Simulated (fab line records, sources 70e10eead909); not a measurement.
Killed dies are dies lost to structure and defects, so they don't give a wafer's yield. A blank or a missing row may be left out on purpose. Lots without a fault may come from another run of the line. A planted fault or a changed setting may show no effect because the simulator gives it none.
Which tool did it? | flow nand_harc | 6 lots, 17 wafers sampled, at 5 steps of a route of 1302

WHAT THE GAUGES READ, wafer by wafer
NHARC_END_SORT_01.
lot | measured | on | killed_at_array

WHICH TOOL RAN EACH LOT (tool, then ch and the chambers of the sampled wafers, then the start)
lot  | NHARC_A_SGD_CUT_DESCUM_14          | NHARC_A_SGD_CUT_ETCH_58            | NHARC_A_SGD_CUT_STRIP_28                      | NHARC_A_SLIT_SOFTBAKE_04
L761 | rie_diel-10 ch 1,3, day 20 18:56   | rie_diel-10 ch 2,3, day 20 19:01   | rie_diel-10 ch 1,2,3, day 21 06:00 or earlier | litho_track-04 ch 0, day 21 06:00
L765 | rie_diel-12 ch 0,1,2, day 21 20:01 | rie_diel-12 ch 0,1,2, day 21 20:09 | rie_diel-12 ch 0,1,2, day 22 02:55            | litho_track-04 ch 0, day 22 07:00
L767 | rie_diel-10 ch 0,2,3, day 22 21:14 | rie_diel-10 ch 0,3, day 22 21:20   | rie_diel-10 ch 0,3, day 23 09:00 or earlier   | litho_track-04 ch 0, day 23 09:00
L770 | rie_diel-12 ch 2,3, day 23 18:46   | rie_diel-12 ch 3, day 23 18:51     | rie_diel-01 ch 3, day 24 13:00 or earlier     | litho_track-04 ch 0, day 24 13:00
L779 | rie_diel-10 ch 2,3, day 27 04:17   | rie_diel-10 ch 2,3, day 27 04:22   | rie_diel-10 ch 0,1,3, day 27 15:00 or earlier | litho_track-06 ch 0, day 27 15:00
L781 | rie_diel-10 ch 0,1, day 28 13:04   | rie_diel-10 ch 0,2,3, day 28 13:08 | rie_diel-01 ch 0,1,2, day 28 20:38            | litho_track-04 ch 0, day 29 01:00
- NHARC_A_SGD_CUT_DESCUM_14: chemistry O2, time 3 s.
- NHARC_A_SGD_CUT_ETCH_58: etches the open film in CF4, target depth 39 nm, time 65 s.
- NHARC_A_SGD_CUT_STRIP_28: strips in O2, time 20 s.
- NHARC_A_SLIT_SOFTBAKE_04: time 55 s.

THE ANSWER, worked out from the rows above alone
Rule: what is usual is taken from the lots themselves. Put in order of their means at a reading, lots are off if they are a third of the lots or fewer, leave a main group of 4 or more, and stand apart from it by a gap of 3 or more times the standard deviation of the main group's means; of several such gaps the widest counts. A main group whose means are all the same, to the digits that the tables above print for the reading, isn't used. A lot without any number at a reading at which 4 lots or more have one is off too. The other lots that the step has rows for count as sound.
No lot is off at any reading shown: from this, nothing can be told.

WHAT THE SIMULATOR HAD PUT IN
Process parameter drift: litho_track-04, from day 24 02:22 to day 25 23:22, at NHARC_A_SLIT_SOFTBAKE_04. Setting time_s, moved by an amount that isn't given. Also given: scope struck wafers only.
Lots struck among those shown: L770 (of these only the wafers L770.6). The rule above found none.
